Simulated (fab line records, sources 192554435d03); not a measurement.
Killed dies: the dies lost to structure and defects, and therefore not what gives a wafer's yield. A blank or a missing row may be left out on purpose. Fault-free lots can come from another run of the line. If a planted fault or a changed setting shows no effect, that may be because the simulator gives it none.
Problem report in the 8D (eight disciplines) form, filled by code -- flow n5Finfet -- the parts of the form that need people (team, actions taken, sign-off) are left out

## 1. THE PROBLEM
killed_at_M4_up at N5_PASSIVATION_PROBE_49 reads a mean of 95 on 6 wafers of 2 lots; wafers without a fault read 13 with a standard deviation of 5.2. Measured from the usual mean, that is +16 standard deviations.
First seen on wafer L701.2, day 15 01:22, on prober-01. Wafers with a number at this step in the record: 9, from 3 lots. Rule for "out" (also "out of limits"): further than 4 standard deviations from the usual mean. The rest of the wafers with a number are treated as sound.

## 2. WHAT IT IS, WHAT IT ISN'T
question,is,is not
which readings at this step,killed_at_M4_up,"killed_at_M0_to_M3, killedAtContacts, killedAtFrontEnd, killedAtOther, killedOpen, killedShort, sort_bin_8_speed"
which lots,"L701, L703",L694
which wafers of those lots,all that have a number,-
read on which tools,prober-01,-
when,from day 15 01:22,up to then (3 sound wafers)

## 3. WHAT RULES OUT EACH SUSPECT
Counting: a tool at any process step up to the reading remains a suspect when it ran all the lots that are out and ran no sound lot after the first of those.
- rieDiel-03 at N5_BEOL_M10_VIA_ETCH_34 (etches SiCOH lowk in C4F6/O2, target depth 184.5 nm, time 69.2 s): kept. It ran every lot that is out, first L701 (day 12 23:04), and no sound lot after that.
- prober-01 at N5_PASSIVATION_PROBE_49: kept. All lots that are out passed through it, beginning with L701 at day 15 01:22, and no sound lot followed; its final sound lot before that point was L694 at day 13 20:05. Out on those wafers are its own readings of killed_at_M4_up.
Left after counting: rieDiel-03 at N5_BEOL_M10_VIA_ETCH_34, prober-01 at N5_PASSIVATION_PROBE_49.

## 4. THE CAUSE (what the simulator had put in)
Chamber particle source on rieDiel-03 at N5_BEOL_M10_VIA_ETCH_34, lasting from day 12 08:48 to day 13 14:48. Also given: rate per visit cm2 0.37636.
After counting, 2 suspects remain, this tool included.

## 5. THE EFFECT CHAIN, in route order
Each row: a reading where the mean over the struck wafers with a number is more than 3 standard deviations away from the usual. Scope: only readings with a usual standard deviation given in the record; hours: median across lots of the time from each lot's start at the first step in this table that gives one to its start at this step; sigmas: change in usual standard deviations.
hours,step,reading,usual,on struck wafers,change,sigmas
0,N5_PASSIVATION_PROBE_49,defectLimitedYield,91.5 %,84.9,-6.6,-3.9
0,N5_PASSIVATION_PROBE_49,killed_at_M4_up,13,95,+82,+16
0,N5_PASSIVATION_PROBE_49,killedDies,101,178,+78,+3.9
0,N5_PASSIVATION_PROBE_49,sort_bin_5_function,5.0 %,9.8,+4.8,+4.4
0,N5_PASSIVATION_PROBE_49,sortNPass,1078,1002,-76,-3.8
0,N5_PASSIVATION_PROBE_49,sortYieldPct,91.4 %,84.9,-6.5,-3.8
Here are the process steps it includes:
- N5_PASSIVATION_PROBE_49

## 6. HOW IT WOULD HAVE BEEN CAUGHT EARLIER
65 hours passed between the start of the fault at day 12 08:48 and the first reading out of limits in this record, taken at day 15 01:22.
Of the tool readings at N5_BEOL_M10_VIA_ETCH_34 for which the record gives a usual standard deviation, none was out on any struck wafer, so an alarm limit of 4 standard deviations on them would not have fired.
By day 15 01:22, every lot that is out (2) had started N5_BEOL_M10_VIA_ETCH_34 on rieDiel-03. Had the tool been put on hold then, not one of them would have been saved.
